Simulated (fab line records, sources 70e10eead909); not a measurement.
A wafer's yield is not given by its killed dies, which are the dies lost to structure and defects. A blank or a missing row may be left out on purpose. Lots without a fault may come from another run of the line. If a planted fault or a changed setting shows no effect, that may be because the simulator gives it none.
Matching of chambers    flow nand_harc    NHARC_A_CONTACT_DEP_29 on pecvd-02 has 3 sister chambers
The step deposits SiON, target thk 70 nm. 6 wafers are shown with their chamber, then 7 later ones without.

## WAFERS WITH THEIR CHAMBER
wafer   chamber  heater_power_w (W)
L085.4  1        878
L088.2  0        581
L088.3  1        756
L088.4  2        727
L089.3  2        744
L089.4  0        611

## WAFERS WHOSE CHAMBER IS MISSING
wafer   heater_power_w (W)
L089.5  767
L093.1  834
L093.4  843
L093.6  847
L094.2  753
L094.3  554
L094.4  553

## THE CHAMBER EACH PASSED THROUGH
wafer   from the rows above      in truth
L089.5  can't be placed: 2 or 1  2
L093.1  can't be placed: 1 or 2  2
L093.4  can't be placed: 1 or 2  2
L093.6  can't be placed: 1 or 2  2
L094.2  can't be placed: 2 or 1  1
L094.3  0                        0
L094.4  0                        0
Correct placement for 2 of the 7. From these rows, 5 cannot be placed; in 5 the true chamber is one of the candidates. 0 placed wrongly.
How it was worked out, from the rows above alone: a wafer's distance from a chamber is the root of the sum, over the readings, of the square of ((its reading less the chamber's mean) divided by the reading's scatter). If the next closest chamber is less than 2 further off than the closest, the wafer can't be placed; otherwise it belongs to the closest. For every chamber, the mean is computed from those of its wafers that are shown. How the scatter is found: for the shown wafers, subtract from each reading the mean of its chamber, square and add these, divide the total by (wafers less chambers), then take the root.
